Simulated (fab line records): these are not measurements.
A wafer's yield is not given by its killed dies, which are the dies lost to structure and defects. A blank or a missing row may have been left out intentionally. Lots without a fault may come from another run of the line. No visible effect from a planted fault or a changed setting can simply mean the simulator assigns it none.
The tool behind it: which one? | flow nand_harc | 33 wafers from 11 lots sampled at 5 of the route's 1159 steps

== WHAT EACH GAUGE READ, for each wafer ==
NHARC_END_SORT_01.
lot  | measured     | on        | killed_at_array | killed_at_other | killed_at_periphery | killed_dies | killed_open | killed_short
L471 | day 24 03:14 | prober-02 | 673 673 674     | 0 0 0           | 4 4 3               | 677 677 677 | 3 7 7       | 1 3 4
L478 | day 24 09:18 | prober-01 | 675 676 675     | 0 0 0           | 2 1 2               | 677 677 677 | 2 1 1       | 3 4 1

== EACH LOT AND THE TOOL THAT RAN IT (in order: tool; ch and the chambers of the sampled wafers; start) ==
lot  | NHARC_A_STAIRCASE_DESCUM_219       | NHARC_A_STAIRCASE_ETCH_221         | NHARC_A_STAIRCASE_ETCH_223                  | NHARC_A_STAIRCASE_TRIM_231
L459 | rie_diel-10 ch 1,2,3, day 10 23:24 | rie_diel-10 ch 1,2,3, day 10 23:52 | rie_diel-10 ch 1,2,3, no start              | rie_diel-10 ch 1,2,3, no start
L463 | rie_diel-02 ch 2,3, day 12 04:03   | rie_diel-02 ch 1,2, day 12 04:17   | rie_diel-02 ch 0,1,2, no start              | rie_diel-02 ch 0,1,2, no start
L464 | rie_diel-10 ch 1,2,3, day 12 08:53 | rie_diel-10 ch 0,2, day 12 09:10   | rie_diel-10 ch 0,2,3, no start              | rie_diel-10 ch 1,2, no start
L465 | rie_diel-06 ch 0,2,3, day 12 15:21 | rie_diel-06 ch 0,3, day 12 15:34   | rie_diel-06 ch 2,3, no start                | rie_diel-02 ch 0,1, no start
L467 | rie_diel-02 ch 0,2,3, day 13 07:57 | rie_diel-02 ch 1,2,3, day 13 08:11 | rie_diel-02 ch 0,2,3, no start              | rie_diel-02 ch 0,1,2, no start
L470 | rie_diel-02 ch 1,2,3, day 14 01:17 | rie_diel-02 ch 0,3, day 14 01:31   | rie_diel-02 ch 0,2, no start                | rie_diel-02 ch 0,1,2, no start
L471 | rie_diel-10 ch 0,1,2, day 14 21:08 | rie_diel-10 ch 2,3, day 14 21:25   | rie_diel-10 ch 0,1, day 24 03:14 or earlier | rie_diel-10 ch 1,3, day 24 03:14 or earlier
L478 | rie_diel-10 ch 1,2,3, day 15 17:14 | rie_diel-10 ch 1,2,3, day 15 17:29 | rie_diel-06 ch 1,2,3, day 15 17:44          | rie_diel-06 ch 0,1,3, day 24 09:18 or earlier
L481 | rie_diel-02 ch 0,1, day 16 08:34   | rie_diel-02 ch 1,2,3, day 16 08:52 | rie_diel-02 ch 0,3, no start                | rie_diel-02 ch 0,1,3, no start
L480 | rie_diel-02 ch 2,3, day 16 11:17   | rie_diel-02 ch 0,1,2, day 16 11:31 | rie_diel-02 ch 1,3, no start                | rie_diel-10 ch 1,2, no start
L482 | rie_diel-06 ch 0,1,2, day 17 05:35 | rie_diel-06 ch 0,1,3, day 17 05:50 | rie_diel-06 ch 0,2,3, no start              | rie_diel-10 ch 0,2, no start
- NHARC_A_STAIRCASE_DESCUM_219: chemistry O2, time 3 s.
- NHARC_A_STAIRCASE_ETCH_221: etches the open film in C4F8/O2, target depth 100 nm, time 40.5 s.
- NHARC_A_STAIRCASE_ETCH_223: etches the open film in C4F8/O2, target depth 100 nm, time 40.5 s.
- NHARC_A_STAIRCASE_TRIM_231: chemistry O2, time 211.2 s.

== AS READ BY THE TOOLS THEMSELVES (means over the sampled wafers that have a number; for cases with no such wafer, the mark the record gives instead) ==
NHARC_A_STAIRCASE_DESCUM_219.
lot  | tool        | chamber_pressure_mTorr (mTorr) | drypump_motor_current_A (A) | mfc_ar_sccm (sccm) | oes_product_au (a.u.) | rf_vpp_V (V) | showerhead_plenum_p_Torr (Torr) | throttle_valve_pct (%)
L459 | rie_diel-10 | 60.01                          | 6.0                         | 0.001              | 0.997                 | 57.1         | 1.94                            | 11.309
L463 | rie_diel-02 | 59.94                          | 5.9                         | 0.008              | 1.000                 | 57.9         | 1.92                            | 11.309
L464 | rie_diel-10 | 59.96                          | 6.0                         | 0.001              | 0.998                 | 58.1         | 1.94                            | 11.317
L465 | rie_diel-06 | 59.98                          | 6.0                         | 0.004              | 0.996                 | 58.9         | 1.95                            | 11.315
L467 | rie_diel-02 | 60.05                          | 5.8                         | 0.008              | 0.994                 | 57.6         | 1.88                            | 11.306
L470 | rie_diel-02 | 59.99                          | 5.6                         | 0.016              | 0.992                 | 57.9         | 1.89                            | 11.311
L471 | rie_diel-10 | 59.99                          | 6.1                         | 0.010              | 1.000                 | 59.0         | 2.01                            | 11.307
L478 | rie_diel-10 | 59.98                          | 6.0                         | 0.001              | 1.000                 | 58.3         | 1.93                            | 11.310
L481 | rie_diel-02 | 60.01                          | 5.6                         | 0.015              | 0.991                 | 57.5         | 1.83                            | 11.313
L480 | rie_diel-02 | 60.03                          | 6.0                         | 0.008              | 1.009                 | 57.2         | 1.91                            | 11.315
L482 | rie_diel-06 | 60.03                          | 6.0                         | 0.008              | 1.004                 | 58.4         | 1.96                            | 11.317

NHARC_A_STAIRCASE_ETCH_221.
lot  | tool        | chamber_pressure_mTorr (mTorr) | oes_product_au (a.u.) | rf_vpp_V (V)
L459 | rie_diel-10 | 24.990                         | 0.927                 | 898
L463 | rie_diel-02 | 24.993                         | 0.956                 | 893
L464 | rie_diel-10 | 24.993                         | 0.942                 | 901
L465 | rie_diel-06 | 25.012                         | 0.945                 | 896
L467 | rie_diel-02 | 25.003                         | 0.947                 | 895
L470 | rie_diel-02 | 24.997                         | 0.935                 | 892
L471 | rie_diel-10 | 25.005                         | 0.757                 | 894
L478 | rie_diel-10 | 24.989                         | 0.757                 | 897
L481 | rie_diel-02 | 25.011                         | 0.935                 | 895
L480 | rie_diel-02 | 24.997                         | 0.944                 | 891
L482 | rie_diel-06 | 24.989                         | 0.957                 | 900

NHARC_A_STAIRCASE_ETCH_223.
lot  | tool        | chamber_pressure_mTorr (mTorr) | oes_product_au (a.u.) | rf_vpp_V (V)
L459 | rie_diel-10 | 25.015                         | 0.930                 | 898
L463 | rie_diel-02 | 24.981                         | 0.941                 | 893
L464 | rie_diel-10 | 25.001                         | 0.947                 | 895
L465 | rie_diel-06 | 25.001                         | 0.952                 | 901
L467 | rie_diel-02 | 25.015                         | 0.934                 | 894
L470 | rie_diel-02 | 25.009                         | 0.943                 | 891
L471 | rie_diel-10 | 25.003                         | 0.927                 | 904
L478 | rie_diel-06 | 24.990                         | 0.940                 | 900
L481 | rie_diel-02 | 24.996                         | 0.931                 | 893
L480 | rie_diel-02 | 25.001                         | 0.934                 | 895
L482 | rie_diel-06 | 24.997                         | 0.961                 | 898

NHARC_A_STAIRCASE_TRIM_231.
lot  | tool        | chamber_pressure_mTorr (mTorr) | drypump_motor_current_A (A) | mfc_ar_sccm (sccm) | oes_product_au (a.u.) | rf_vpp_V (V) | showerhead_plenum_p_Torr (Torr) | throttle_valve_pct (%)
L459 | rie_diel-10 | 59.95                          | 6.0                         | 0.001              | 1.004                 | 56.9         | 3.57                            | 17.041
L463 | rie_diel-02 | 60.04                          | 5.6                         | 0.016              | 0.990                 | 57.3         | 3.43                            | 17.027
L464 | rie_diel-10 | 59.99                          | 6.1                         | 0.000              | 0.996                 | 58.2         | 3.69                            | 17.038
L465 | rie_diel-02 | 59.97                          | 5.6                         | 0.015              | 0.988                 | 57.8         | 3.41                            | 17.035
L467 | rie_diel-02 | 60.02                          | 5.5                         | 0.016              | 0.994                 | 57.3         | 3.42                            | 17.031
L470 | rie_diel-02 | 59.98                          | 5.6                         | 0.016              | 0.999                 | 57.2         | 3.42                            | 17.040
L471 | rie_diel-10 | 59.99                          | 5.9                         | 0.001              | 0.998                 | 58.0         | 3.43                            | 17.040
L478 | rie_diel-06 | 60.03                          | 6.2                         | 0.004              | 1.005                 | 58.3         | 3.64                            | 17.034
L481 | rie_diel-02 | 60.01                          | 5.9                         | 0.007              | 0.994                 | 57.4         | 3.44                            | 17.034
L480 | rie_diel-10 | 60.00                          | 6.1                         | 0.000              | 0.992                 | 57.7         | 3.67                            | 17.035
L482 | rie_diel-10 | 60.02                          | 6.3                         | 0.010              | 0.988                 | 58.0         | 3.64                            | 17.036

== THE ANSWER, worked out from the rows above alone ==
Rule: the lots themselves supply what counts as usual. The widest of any qualifying gaps counts: lots, ordered by their means at a reading, are off when they make up no more than a third of the lots, leave a main group of 4 or more, and stand apart from it by 3 or more times the standard deviation of that group's means. The tables above print the reading to a certain number of digits; a main group whose means all agree to those digits is not used. A lot without any number at a reading at which 4 lots or more have one is off too. All remaining lots with rows at the step are treated as sound. After the gauges, taken in route order, come the tools' own readings; for these a lot's mean is taken, as printed above. The first step at which some lot is off is used, and at that step the reading that is off furthest; a lot without a number counts as furthest.
Off at NHARC_A_STAIRCASE_ETCH_221 (oes_product_au): L471, L478. The main group: mean 0.943 a.u., standard deviation 0.0093.
A tool fits if, at that step or a process step before it, it ran every lot that is off, and no sound lot after the first of them. One fits: rie_diel-10 at NHARC_A_STAIRCASE_DESCUM_219 and NHARC_A_STAIRCASE_ETCH_221. At NHARC_A_STAIRCASE_DESCUM_219 its last sound lot is L464 (day 12 08:53), its first lot that is off L471 (day 14 21:08): a fault that began between those two fits.

== WHAT WAS PUT IN BY THE SIMULATOR ==
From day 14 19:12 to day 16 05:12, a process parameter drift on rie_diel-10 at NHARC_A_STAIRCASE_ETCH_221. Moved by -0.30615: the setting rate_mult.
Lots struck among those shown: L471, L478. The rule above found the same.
